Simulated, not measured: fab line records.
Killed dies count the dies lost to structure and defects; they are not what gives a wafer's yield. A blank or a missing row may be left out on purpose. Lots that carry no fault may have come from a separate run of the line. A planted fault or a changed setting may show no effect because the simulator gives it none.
Matching of chambers	flow nand harc	NHARC_A_STAIRCASE_DESCUM_443 on rie diel-05: 4 sister chambers
The step chemistry O2, time 3 s. 4 wafers are shown with their chamber, then 7 later ones without.

## WAFERS PAIRED WITH THEIR CHAMBERS
wafer	chamber	showerhead plenum p Torr (Torr)
L085.2	2	1.84
L084.5	1	1.82
L086.2	3	2.07
L086.3	0	1.87

## WAFERS WITHOUT THEIR CHAMBER
wafer	showerhead plenum p Torr (Torr)
L086.5	1.82
L089.2	1.83
L089.3	1.87
L089.5	1.83
L097.3	2.05
L097.5	2.05
L097.6	1.83

## WHICH CHAMBER EACH ONE RAN IN
wafer	from the rows above	in truth
L086.5	can't be placed: 1 or 2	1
L089.2	can't be placed: 1 or 2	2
L089.3	0	0
L089.5	can't be placed: 1 or 2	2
L097.3	3	3
L097.5	3	3
L097.6	can't be placed: 1 or 2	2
Correctly placed: 3 of 7. Can't be placed from these rows: 4 (the true chamber is among the candidates in 4). Placed wrongly: 0.
How it was worked out, from the rows above alone: a wafer's distance from a chamber is the root of the sum, over the readings, of the square of ((its reading less the chamber's mean) divided by the reading's scatter). If the next closest chamber is less than 2 further off than the closest, the wafer can't be placed; otherwise it belongs to the closest. For every chamber, the mean is computed from those of its wafers that are shown. The scatter: root of mean squared gap, hidden wafer to nearest shown wafer, with one shown wafer a chamber.
